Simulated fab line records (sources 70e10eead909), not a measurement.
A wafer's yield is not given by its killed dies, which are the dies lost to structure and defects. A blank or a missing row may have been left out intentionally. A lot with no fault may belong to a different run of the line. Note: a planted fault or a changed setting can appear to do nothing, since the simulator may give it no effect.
Shared-tool check / flow nand harc / 13 lots, 39 wafers sampled

## WHY THIS WAS OPENED
At NHARC_A_ONON_D1_THK_MEAS_18 the reading thk nm is flagged on 2 of 13 lots. No-fault wafers: 1001 nm, standard deviation 8.9.
Rule: a lot is flagged when every wafer of it that has a number lies more than 4 standard deviations from that mean, or none has a number. The rest of the lots are taken to be sound.

lot=L670; measured=day 7 22:34; on=film metro-02; thk nm (nm), wafer by wafer=991 990 989; flag=
lot=L672; measured=day 8 15:56; on=film metro-02; thk nm (nm), wafer by wafer=1002 1001 1000; flag=
lot=L671; measured=day 8 15:56; on=film metro-01; thk nm (nm), wafer by wafer=1014 1014 1013; flag=
lot=L673; measured=day 9 08:47; on=film metro-01; thk nm (nm), wafer by wafer=1002 1000 1001; flag=
lot=L674; measured=day 9 17:19; on=film metro-02; thk nm (nm), wafer by wafer=1016 1018 1018; flag=
lot=L675; measured=day 10 00:17; on=film metro-02; thk nm (nm), wafer by wafer=1000 1000 998; flag=
lot=L676; measured=day 10 10:35; on=film metro-02; thk nm (nm), wafer by wafer=994 992 992; flag=
lot=L679; measured=day 11 20:29; on=film metro-01; thk nm (nm), wafer by wafer=990 990 992; flag=
lot=L680; measured=day 12 08:27; on=film metro-02; thk nm (nm), wafer by wafer=1018 1018 1019; flag=
lot=L682; measured=day 13 00:44; on=film metro-01; thk nm (nm), wafer by wafer=992 993 992; flag=
lot=L687; measured=day 15 14:36; on=film metro-01; thk nm (nm), wafer by wafer=1603 1603 1604; flag=FLAGGED
lot=L690; measured=day 16 07:09; on=film metro-02; thk nm (nm), wafer by wafer=1608 1608 1608; flag=FLAGGED
lot=L691; measured=day 16 20:07; on=film metro-01; thk nm (nm), wafer by wafer=1002 1002 1003; flag=
On average the flagged lots' numbers are 1606 nm, which is +605 nm against the usual, or +68 standard deviations.

## EACH LOT AND THE TOOL IT RAN ON
The record holds 1 process step before the reading, out of a route of 1302 steps. Every cell lists first the tool, next ch and the chambers used by the sampled wafers, and last the start.
lot=L670; flag=; NHARC_A_ONON_D1_DEP_16=pecvd onon-04 ch 0, day 7 22:03
lot=L672; flag=; NHARC_A_ONON_D1_DEP_16=pecvd onon-02 ch 0, day 8 15:26
lot=L671; flag=; NHARC_A_ONON_D1_DEP_16=pecvd onon-04 ch 0, day 8 15:26
lot=L673; flag=; NHARC_A_ONON_D1_DEP_16=pecvd onon-03 ch 0, day 9 08:17
lot=L674; flag=; NHARC_A_ONON_D1_DEP_16=pecvd onon-03 ch 0, day 9 16:51
lot=L675; flag=; NHARC_A_ONON_D1_DEP_16=pecvd onon-04 ch 0, day 9 23:47
lot=L676; flag=; NHARC_A_ONON_D1_DEP_16=pecvd onon-02 ch 0, day 10 10:08
lot=L679; flag=; NHARC_A_ONON_D1_DEP_16=pecvd onon-04 ch 0, day 11 20:02
lot=L680; flag=; NHARC_A_ONON_D1_DEP_16=pecvd onon-04 ch 0, day 12 07:56
lot=L682; flag=; NHARC_A_ONON_D1_DEP_16=pecvd onon-02 ch 0, day 13 00:13
lot=L687; flag=FLAGGED; NHARC_A_ONON_D1_DEP_16=pecvd onon-04 ch 0, day 15 14:09
lot=L690; flag=FLAGGED; NHARC_A_ONON_D1_DEP_16=pecvd onon-04 ch 0, day 16 06:38
lot=L691; flag=; NHARC_A_ONON_D1_DEP_16=pecvd onon-03 ch 0, day 16 19:40
What these steps do:
- NHARC_A_ONON_D1_DEP_16: target thk 1000 nm.
- NHARC_A_ONON_D1_THK_MEAS_18: measures by ellipsometry.

## FLAGGED OVER TOTAL, TOOL BY TOOL (the gauges that took the reading come last)
step=NHARC_A_ONON_D1_DEP_16; tool=pecvd onon-02; lots run=3; flagged=0; share of the flagged lots=none; sound lots run after its first flagged lot=-
step=NHARC_A_ONON_D1_DEP_16; tool=pecvd onon-03; lots run=3; flagged=0; share of the flagged lots=none; sound lots run after its first flagged lot=-
step=NHARC_A_ONON_D1_DEP_16; tool=pecvd onon-04; lots run=7; flagged=2; share of the flagged lots=all; sound lots run after its first flagged lot=0
step=NHARC_A_ONON_D1_THK_MEAS_18; tool=film metro-01; lots run=6; flagged=1; share of the flagged lots=some; sound lots run after its first flagged lot=1 (L691)
step=NHARC_A_ONON_D1_THK_MEAS_18; tool=film metro-02; lots run=7; flagged=1; share of the flagged lots=some; sound lots run after its first flagged lot=0

## WHAT THE TABLE ALLOWS
Rows of the table that ran each flagged lot: 1, that is pecvd onon-04 at NHARC_A_ONON_D1_DEP_16.
- pecvd onon-04 at NHARC_A_ONON_D1_DEP_16: 2 of its 7 lots flagged. Last sound lot L680 at day 12 07:56, first flagged lot L687 at day 15 14:09; a fault beginning in between fits.
One tool is left: pecvd onon-04 at NHARC_A_ONON_D1_DEP_16.

## WHAT THE SIMULATOR HAD PUT IN
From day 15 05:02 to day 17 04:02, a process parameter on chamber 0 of pecvd onon-04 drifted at NHARC_A_ONON_D1_DEP_16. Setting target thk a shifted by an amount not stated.
Shown lots that were struck: L687, L690. Same finding as the rule above.
